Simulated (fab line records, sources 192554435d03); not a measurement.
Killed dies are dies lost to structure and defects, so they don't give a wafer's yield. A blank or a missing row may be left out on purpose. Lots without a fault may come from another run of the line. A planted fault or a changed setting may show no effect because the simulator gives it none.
One fault seen from 3 desks | flow n5_finfet | each desk has only its own numbers; what lay behind them comes last

THE DEFECT DESK
What the inspections along the route counted, lot by lot: means of the sampled wafers that have a number. A lot is out of limits, marked OUT, if its mean lies more than 4 standard deviations from the usual mean; the brackets give that distance.
Columns: A = raw_defect_count at N5_BEOL_M7_INSPECT_13, usual 415
lot  | first seen here | A
L621 | day 10 04:11    | 345
L622 | day 10 05:04    | 487
L631 | day 12 21:47    | 447
L633 | day 13 16:33    | 310
L636 | day 13 22:49    | 444
L642 | day 16 10:01    | 574
This desk's finding: nothing out of limits on any of the 6 lots.

THE METROLOGY DESK
What the gauges read, lot by lot, whatever tool the lot ran on: means of the sampled wafers that have a number. A lot is out of limits, marked OUT, if its mean lies more than 4 standard deviations from the usual mean; the brackets give that distance.
Columns: A = cd_nm at N5_BEOL_M7_CD_MEAS_11, usual 38.7 nm; B = M7_OVL at N5_BEOL_M7_OVL_MEAS_12, usual -0.5 nm
lot  | first seen here | A    | B
L621 | day 10 04:08    | 38.5 | -1.7
L622 | day 10 05:01    | 38.8 | 0.7
L631 | day 12 21:43    | 38.8 | -1.4
L633 | day 13 16:30    | 38.0 | 0.2
L636 | day 13 22:45    | 39.0 | -0.9
L642 | day 16 09:54    | 39.5 | 0.4
This desk's finding: nothing out of limits on any of the 6 lots.

THE TOOL OWNER'S DESK: rie_diel-03
The tool's own readings at N5_BEOL_M7_ETCH_62 (etches SOC in N2/H2, target depth 110 nm, overetch 22 nm, time 165 s): means of the sampled wafers that have a number, for each lot that ran on this tool. A lot is out of limits, marked OUT, if its mean lies more than 4 standard deviations from the usual mean; the brackets give that distance.
Columns: A = drypump_motor_current_A at N5_BEOL_M7_ETCH_62, usual 5.60 A; B = oes_product_au at N5_BEOL_M7_ETCH_62, usual 0.64 a.u.; C = rf_fwd_power_W at N5_BEOL_M7_ETCH_62, usual 837.9 W; D = rf_vpp_V at N5_BEOL_M7_ETCH_62, usual 524.4 V; E = showerhead_plenum_p_Torr at N5_BEOL_M7_ETCH_62, usual 2.56 Torr; F = throttle_valve_pct at N5_BEOL_M7_ETCH_62, usual 18.06 %
lot  | first seen here | A    | B    | C               | D                | E    | F
L622 | day 10 05:11    | 5.53 | 0.68 | 838.0           | 524.3            | 2.58 | 17.99
L631 | day 12 21:56    | 5.46 | 0.61 | 905.1 (+27) OUT | 510.7 (-5.7) OUT | 2.52 | 18.18
L633 | day 13 16:43    | 5.57 | 0.65 | 903.5 (+26) OUT | 512.7 (-4.9) OUT | 2.57 | 18.10
This desk's finding: out of limits on L631, L633; first on L631, day 12 21:56 (rf_fwd_power_W at N5_BEOL_M7_ETCH_62). In limits: L622.

PUT TOGETHER
The tool owner's desk could have raised an alarm at day 12 21:56, on L631, L633.
The defect desk saw nothing out of limits.
The metrology desk saw nothing out of limits.
The defect desk has L631, L633 on record, within its limits.
The metrology desk has L631, L633 on record, within its limits.
Of the lots named, all ran N5_BEOL_M7_ETCH_62 on rie_diel-03.

WHAT THE SIMULATOR HAD PUT IN
Process parameter drift: rie_diel-03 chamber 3, from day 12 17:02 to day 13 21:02, at N5_BEOL_M7_ETCH_62. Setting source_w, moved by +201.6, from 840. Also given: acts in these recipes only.
Lots struck among those shown: L631, L633.
Hours from the fault's start to each desk's first reading out of limits: the tool owner's desk, 5.
